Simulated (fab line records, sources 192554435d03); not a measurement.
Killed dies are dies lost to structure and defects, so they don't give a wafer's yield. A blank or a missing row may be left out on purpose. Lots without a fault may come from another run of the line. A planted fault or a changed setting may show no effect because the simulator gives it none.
A struck lot beside a sound one | flow n5_finfet | 25 steps out of a route of 1938
Sound: wafers L766.1, L766.5, L766.6. Struck: wafers L781.2, L781.4, L781.6. The cause comes at the end.
At each step with rows: each side's tool, then ch and its chambers, then its first start. Under that, the readings that differ: sound wafers | struck wafers | difference of the means | sigmas: that difference in standard deviations of wafers without a fault.
alike: readings whose means differ by less than 2 such deviations, and words and numbers that are the same on both sides. not compared: withheld readings, readings that some wafer has no value for, bounds like >300 that may hide the same value, and numbers for which the record gives no deviation and whose values overlap.
The two part at a step that has a row with sigmas, a row that says differs or no value, or rows on one side only. Numbers that don't overlap but have no deviation are shown without sigmas and don't part them. A reading that every wafer of one side lacks parts them only if that side has two wafers or more.

N5_BEOL_M7_INSPECT_13: inspects for defects (brightfield).
  sound on defect_inspect-01, day 10 16:29; struck on defect_inspect-02, day 14 17:17
  alike: raw_defect_count
then, 2 steps without rows for these wafers: N5_BEOL_M7_DESCUM_16 (chemistry O2, time 7.9 s); N5_BEOL_M7_ETCH_61 (etches SiARC in CF4, target depth 45.5 nm, time 75.8 s).
N5_BEOL_M7_ETCH_62: etches SOC in N2/H2, target depth 110 nm, overetch 22 nm, time 165 s.
  sound on rie_diel-01 ch 1,2, day 10 16:36; struck on rie_diel-06 ch 0,1,2, day 14 17:39
  alike: drypump_motor_current_A, oes_product_au, rf_vpp_V, showerhead_plenum_p_Torr, throttle_valve_pct
  not compared: rf_hours_counter_h
then, 1 step without rows for these wafers: N5_BEOL_M7_STRIP_68 (strips in N2/H2).
N5_BEOL_M7_STRIP_67: strips in CF4.
  sound on rie_diel-01 ch 1,2, day 10 16:45; struck on rie_diel-06 ch 0,1,2, day 14 17:48
  alike: drypump_motor_current_A, oes_product_au, rf_vpp_V, showerhead_plenum_p_Torr, throttle_valve_pct
  not compared: rf_hours_counter_h
N5_BEOL_M7_HM_OPEN_17: chemistry Cl2/BCl3, target TiN, target depth 20 nm, overetch 6 nm.
  sound on rie_metal-01 ch 0,1, day 10 16:47; struck on rie_metal-01 ch 0,1, day 14 17:50
  alike: drypump_motor_current_A, mfc_ar_sccm, oes_product_au, throttle_valve_pct
  not compared: rf_hours_counter_h
then, 1 step without rows for these wafers: N5_BEOL_M7_STRIP_19 (strips in O2).
N5_BEOL_M7_CD_MEAS_18: pitch 80 nm, target cd 40 nm.
  sound on cd_sem-01, day 10 17:00; struck on cd_sem-02, day 14 18:02
  alike: cd_nm
then, 3 steps without rows for these wafers: N5_BEOL_M7_COAT_63 (time 60 s, resist thk 60 nm); N5_BEOL_M7_COAT_64 (time 60 s, resist thk 12 nm); N5_BEOL_M7_COAT_71 (time 60 s, resist thk 5 nm).
N5_BEOL_M7_COAT_22: resist thk 30 nm.
  sound on litho_track-03 ch 0, day 10 17:54; struck on litho_track-03 ch 0, day 14 18:47
  reading                                      | sound                | struck               | difference | sigmas
  spin_speed_rpm (rpm)                         | 1501.0 1500.6 1502.2 | 1373.1 1373.5 1372.5 | -128.2     | -99 or more
  model.CAR-EUV_of_BEOL_M7_COAT_22.thk_nm (nm) | 30 30 30             | 31.4 31.4 31.4       | +1.4       |
then, 5 steps without rows for these wafers: N5_BEOL_M7_EBR_24; N5_BEOL_M7_SOFTBAKE_23 (time 60 s); N5_BEOL_M7_EXPOSE_25 (exposes mask V6, target cd 40 nm); N5_BEOL_M7_PEB_26 (peb time 60 s); N5_BEOL_M7_DEVELOP_27 (develop time 30 s).
N5_BEOL_M7_CD_MEAS_28: target cd 40 nm.
  sound on cd_sem-01 ch 0, day 10 18:19; struck on cd_sem-03 ch 0, day 14 19:04
  alike: cd_nm
N5_BEOL_M7_OVL_MEAS_29:
  sound on overlay-01 ch 0, day 10 18:21; struck on overlay-01 ch 0, day 14 19:05
  alike: V6_OVL
N5_BEOL_M7_INSPECT_30: inspects for defects (brightfield).
  sound on defect_inspect-01, day 10 18:24; struck on defect_inspect-02, day 14 19:08
  alike: raw_defect_count
then, 1 step without rows for these wafers: N5_BEOL_M7_DESCUM_33 (chemistry O2, time 7 s).
N5_BEOL_M7_ETCH_72: etches underlayer in N2/H2, target depth 6.5 nm, time 5.2 s.
  sound on rie_diel-02 ch 0,1,3, day 10 18:28; struck on rie_diel-06 ch 0,1, day 14 19:29
  reading                | sound             | struck            | difference | sigmas
  throttle_valve_pct (%) | 17.74 17.61 17.76 | 17.92 18.33 17.92 | +0.35      | +2
  alike: drypump_motor_current_A, etch_rf_on_time_s, oes_product_au, rf_vpp_V, showerhead_plenum_p_Torr
  not compared: rf_hours_counter_h
N5_BEOL_M7_ETCH_65: etches SiARC in CF4, target depth 15.6 nm, time 26 s.
  sound on rie_diel-02 ch 0,1,3, day 10 18:29; struck on rie_diel-06 ch 0,1, day 14 19:29
  reading                                      | sound             | struck            | difference | sigmas
  throttle_valve_pct (%)                       | 15.43 15.28 15.62 | 15.76 16.02 15.75 | +0.40      | +2
  model.CAR-EUV_of_BEOL_M7_COAT_22.thk_nm (nm) | 11 11 11.2        | 12.4 12.6 12.6    | +1.5       |
  alike: drypump_motor_current_A, etch_rf_on_time_s, mfc_ar_sccm, oes_product_au, rf_vpp_V, showerhead_plenum_p_Torr
  not compared: rf_hours_counter_h
N5_BEOL_M7_ETCH_66: etches SOC in N2/H2, target depth 80 nm, overetch 16 nm, time 120 s.
  sound on rie_diel-02 ch 0,1,3, day 10 18:31; struck on rie_diel-06 ch 0,1, day 14 19:31
  alike: drypump_motor_current_A, oes_product_au, rf_vpp_V, showerhead_plenum_p_Torr, throttle_valve_pct
  not compared: rf_hours_counter_h

WHERE THEY PART
First at N5_BEOL_M7_COAT_22; last, within this record, at N5_BEOL_M7_ETCH_65. Later steps at which nothing parts them and some readings are alike: N5_BEOL_M7_ETCH_66.

WHY: what the simulator had put in
Process parameter drift: litho_track-03, from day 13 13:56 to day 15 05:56, at N5_BEOL_M7_COAT_22. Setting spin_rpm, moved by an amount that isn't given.
